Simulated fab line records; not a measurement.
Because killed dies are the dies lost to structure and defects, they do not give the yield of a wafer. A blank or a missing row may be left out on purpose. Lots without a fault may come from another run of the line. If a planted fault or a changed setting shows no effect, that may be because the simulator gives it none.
The tool behind it: which one? / flow n5-finfet / 12 lots, 36 wafers sampled, at 3 steps of a route of 1938

## WHAT THE GAUGES READ, wafer by wafer
N5_BEOL_M8_INSPECT_58: inspects for defects (darkfield).
lot=L076; measured=day 9 07:48; on=defect-inspect-02; raw-defect-count=57 46 47
lot=L077; measured=day 10 11:58; on=defect-inspect-01; raw-defect-count=57 91 48
lot=L081; measured=day 10 22:32; on=defect-inspect-02; raw-defect-count=85 72 77
lot=L080; measured=day 11 00:13; on=defect-inspect-01; raw-defect-count=80 54 67
lot=L084; measured=day 11 18:38; on=defect-inspect-01; raw-defect-count=76 76 113
lot=L085; measured=day 12 04:43; on=defect-inspect-02; raw-defect-count=60 33 47
lot=L088; measured=day 12 20:01; on=defect-inspect-02; raw-defect-count=67 58 75
lot=L089; measured=day 13 10:03; on=defect-inspect-01; raw-defect-count=113 78 95
lot=L090; measured=day 13 16:11; on=defect-inspect-02; raw-defect-count=33 36 70
lot=L093; measured=day 13 23:30; on=defect-inspect-02; raw-defect-count=101 80 111
lot=L095; measured=day 14 11:50; on=defect-inspect-02; raw-defect-count=83 50 44
lot=L096; measured=day 15 07:10; on=defect-inspect-02; raw-defect-count=46 47 49

## TOOL THAT RAN EACH LOT (tool first, then ch and the chambers of the sampled wafers, then the start)
lot=L076; N5_BEOL_M8_TRENCH_ETCH_37=rie-diel-03 ch 1,3, day 9 06:16 or earlier; N5_BEOL_M8_PRE_CLEAN_45=pvd-sputter-01, day 9 06:16
lot=L077; N5_BEOL_M8_TRENCH_ETCH_37=rie-diel-06 ch 1,2, day 10 09:08 or earlier; N5_BEOL_M8_PRE_CLEAN_45=pvd-sputter-02, day 10 09:08
lot=L081; N5_BEOL_M8_TRENCH_ETCH_37=rie-diel-03 ch 0,1,3, day 10 19:29 or earlier; N5_BEOL_M8_PRE_CLEAN_45=pvd-sputter-01, day 10 19:29
lot=L080; N5_BEOL_M8_TRENCH_ETCH_37=rie-diel-06 ch 1,2, day 10 22:17 or earlier; N5_BEOL_M8_PRE_CLEAN_45=pvd-sputter-03, day 10 22:17
lot=L084; N5_BEOL_M8_TRENCH_ETCH_37=rie-diel-03 ch 0,1,3, day 11 14:41 or earlier; N5_BEOL_M8_PRE_CLEAN_45=pvd-sputter-02, day 11 14:41
lot=L085; N5_BEOL_M8_TRENCH_ETCH_37=rie-diel-06 ch 1,2,3, day 12 03:04 or earlier; N5_BEOL_M8_PRE_CLEAN_45=pvd-sputter-02, day 12 03:04
lot=L088; N5_BEOL_M8_TRENCH_ETCH_37=rie-diel-03 ch 0,1, day 12 17:41 or earlier; N5_BEOL_M8_PRE_CLEAN_45=pvd-sputter-02, day 12 17:41
lot=L089; N5_BEOL_M8_TRENCH_ETCH_37=rie-diel-06 ch 2,3, day 13 08:19 or earlier; N5_BEOL_M8_PRE_CLEAN_45=pvd-sputter-02, day 13 08:19
lot=L090; N5_BEOL_M8_TRENCH_ETCH_37=rie-diel-05 ch 1,2,3, day 13 14:10 or earlier; N5_BEOL_M8_PRE_CLEAN_45=pvd-sputter-02, day 13 14:10
lot=L093; N5_BEOL_M8_TRENCH_ETCH_37=rie-diel-03 ch 1,2,3, day 13 21:50 or earlier; N5_BEOL_M8_PRE_CLEAN_45=pvd-sputter-03, day 13 21:50
lot=L095; N5_BEOL_M8_TRENCH_ETCH_37=rie-diel-05 ch 0,1,2, day 14 09:52 or earlier; N5_BEOL_M8_PRE_CLEAN_45=pvd-sputter-03, day 14 09:52
lot=L096; N5_BEOL_M8_TRENCH_ETCH_37=rie-diel-05 ch 0,1,2, day 15 05:27 or earlier; N5_BEOL_M8_PRE_CLEAN_45=pvd-sputter-01, day 15 05:27
- N5_BEOL_M8_TRENCH_ETCH_37: etches SiCOH lowk in C4F6/O2, target depth 93.478 nm, time 31.2 s.
- N5_BEOL_M8_PRE_CLEAN_45: time 30 s.

## THE ANSWER, worked out from the rows above alone
Rule: usual is defined by the lots themselves. Put in order of their means at a reading, lots are off if they are a third of the lots or fewer, leave a main group of 4 or more, and stand apart from it by a gap of 3 or more times the standard deviation of the main group's means; of several such gaps the widest counts. Not used: any main group whose means are identical at the precision the tables above print for the reading. A lot without any number at a reading at which 4 lots or more have one is off too. The other lots that the step has rows for count as sound.
Across all readings shown, no lot is off: no conclusion can be drawn from this.

## WHAT HAD BEEN PUT IN BY THE SIMULATOR
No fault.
